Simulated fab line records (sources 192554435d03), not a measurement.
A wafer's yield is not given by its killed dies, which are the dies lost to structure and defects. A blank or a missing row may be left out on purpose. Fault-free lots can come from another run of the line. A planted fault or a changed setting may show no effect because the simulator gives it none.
Matching of chambers / flow n5Finfet / pecvd-04 running N5_BEOL_M0_SAQP_PECVD_97: 3 sister chambers
The step deposits SiNx from SiH4/NH3/N2, target thk 23 nm, time 19.9 s. 22 wafers are shown with their chamber, then 11 later ones without.

== WAFERS, EACH WITH ITS CHAMBER ==
wafer=L075.1; chamber=2; showerheadPlenumPTorr (Torr)=5.20; throttleValvePct (%)=38.8; heaterPowerW (W)=559
wafer=L075.2; chamber=1; showerheadPlenumPTorr (Torr)=5.16; throttleValvePct (%)=39.4; heaterPowerW (W)=460
wafer=L075.3; chamber=0; showerheadPlenumPTorr (Torr)=5.19; throttleValvePct (%)=38.9; heaterPowerW (W)=523
wafer=L075.4; chamber=2; showerheadPlenumPTorr (Torr)=5.20; throttleValvePct (%)=39.1; heaterPowerW (W)=549
wafer=L075.5; chamber=0; showerheadPlenumPTorr (Torr)=5.19; throttleValvePct (%)=38.8; heaterPowerW (W)=526
wafer=L075.6; chamber=1; showerheadPlenumPTorr (Torr)=5.17; throttleValvePct (%)=39.2; heaterPowerW (W)=455
wafer=L078.1; chamber=2; showerheadPlenumPTorr (Torr)=5.19; throttleValvePct (%)=39.2; heaterPowerW (W)=510
wafer=L078.3; chamber=1; showerheadPlenumPTorr (Torr)=5.14; throttleValvePct (%)=39.4; heaterPowerW (W)=504
wafer=L078.5; chamber=0; showerheadPlenumPTorr (Torr)=5.19; throttleValvePct (%)=38.8; heaterPowerW (W)=442
wafer=L079.2; chamber=0; showerheadPlenumPTorr (Torr)=5.19; throttleValvePct (%)=38.6; heaterPowerW (W)=539
wafer=L079.5; chamber=2; showerheadPlenumPTorr (Torr)=5.20; throttleValvePct (%)=39.3; heaterPowerW (W)=573
wafer=L079.6; chamber=1; showerheadPlenumPTorr (Torr)=5.17; throttleValvePct (%)=39.2; heaterPowerW (W)=552
wafer=L081.3; chamber=0; showerheadPlenumPTorr (Torr)=5.19; throttleValvePct (%)=38.7; heaterPowerW (W)=487
wafer=L081.5; chamber=1; showerheadPlenumPTorr (Torr)=5.17; throttleValvePct (%)=39.3; heaterPowerW (W)=535
wafer=L081.6; chamber=0; showerheadPlenumPTorr (Torr)=5.17; throttleValvePct (%)=38.8; heaterPowerW (W)=490
wafer=L082.1; chamber=1; showerheadPlenumPTorr (Torr)=5.16; throttleValvePct (%)=39.2; heaterPowerW (W)=462
wafer=L082.3; chamber=2; showerheadPlenumPTorr (Torr)=5.18; throttleValvePct (%)=39.2; heaterPowerW (W)=494
wafer=L082.4; chamber=2; showerheadPlenumPTorr (Torr)=5.19; throttleValvePct (%)=39.6; heaterPowerW (W)=499
wafer=L084.1; chamber=1; showerheadPlenumPTorr (Torr)=5.16; throttleValvePct (%)=39.0; heaterPowerW (W)=477
wafer=L084.3; chamber=2; showerheadPlenumPTorr (Torr)=5.19; throttleValvePct (%)=39.4; heaterPowerW (W)=567
wafer=L084.4; chamber=1; showerheadPlenumPTorr (Torr)=5.14; throttleValvePct (%)=39.0; heaterPowerW (W)=490
wafer=L086.1; chamber=0; showerheadPlenumPTorr (Torr)=5.18; throttleValvePct (%)=38.9; heaterPowerW (W)=474

SIGNATURES (averages over the wafers above)
reading=showerheadPlenumPTorr; chamber 0=5.1857; chamber 1=5.1587; chamber 2=5.1929; scatter within a chamber=0.00974
reading=throttleValvePct; chamber 0=38.786; chamber 1=39.212; chamber 2=39.229; scatter within a chamber=0.179
reading=heaterPowerW; chamber 0=497.29; chamber 1=491.88; chamber 2=535.86; scatter within a chamber=34.7
Rule: a wafer's distance from a chamber is the root of the sum, over the readings, of the square of ((its reading less the chamber's mean) divided by the reading's scatter). The wafer belongs to the nearest chamber; if the next one is less than 2 further off, it can't be placed. The scatter is the square root of a quotient: the sum, over the shown wafers, of each reading's squared deviation from its chamber's mean, divided by wafers minus chambers.

== WAFERS WHOSE CHAMBER IS MISSING ==
wafer=L086.2; showerheadPlenumPTorr (Torr)=5.15; throttleValvePct (%)=39.5; heaterPowerW (W)=530
wafer=L086.3; showerheadPlenumPTorr (Torr)=5.19; throttleValvePct (%)=39.6; heaterPowerW (W)=548
wafer=L087.2; showerheadPlenumPTorr (Torr)=5.19; throttleValvePct (%)=39.6; heaterPowerW (W)=477
wafer=L087.4; showerheadPlenumPTorr (Torr)=5.17; throttleValvePct (%)=39.6; heaterPowerW (W)=516
wafer=L087.6; showerheadPlenumPTorr (Torr)=5.18; throttleValvePct (%)=38.8; heaterPowerW (W)=535
wafer=L094.2; showerheadPlenumPTorr (Torr)=5.16; throttleValvePct (%)=39.3; heaterPowerW (W)=518
wafer=L094.5; showerheadPlenumPTorr (Torr)=5.16; throttleValvePct (%)=39.2; heaterPowerW (W)=520
wafer=L094.6; showerheadPlenumPTorr (Torr)=5.19; throttleValvePct (%)=40.1; heaterPowerW (W)=544
wafer=L096.1; showerheadPlenumPTorr (Torr)=5.16; throttleValvePct (%)=39.3; heaterPowerW (W)=464
wafer=L096.2; showerheadPlenumPTorr (Torr)=5.19; throttleValvePct (%)=38.7; heaterPowerW (W)=536
wafer=L096.6; showerheadPlenumPTorr (Torr)=5.18; throttleValvePct (%)=38.8; heaterPowerW (W)=515

== CHAMBER TAKEN BY EACH ==
wafer=L086.2; from the rows above=1; in truth=1
wafer=L086.3; from the rows above=2; in truth=2
wafer=L087.2; from the rows above=can't be placed: 2 or 1 or 0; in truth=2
wafer=L087.4; from the rows above=can't be placed: 1 or 2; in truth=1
wafer=L087.6; from the rows above=can't be placed: 0 or 2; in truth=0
wafer=L094.2; from the rows above=1; in truth=1
wafer=L094.5; from the rows above=1; in truth=1
wafer=L094.6; from the rows above=can't be placed: 2 or 1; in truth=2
wafer=L096.1; from the rows above=1; in truth=1
wafer=L096.2; from the rows above=can't be placed: 0 or 2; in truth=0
wafer=L096.6; from the rows above=0; in truth=0
Correctly placed: 6 of 11. From these rows, 5 cannot be placed; in 5 the true chamber is one of the candidates. Placed wrongly: 0.
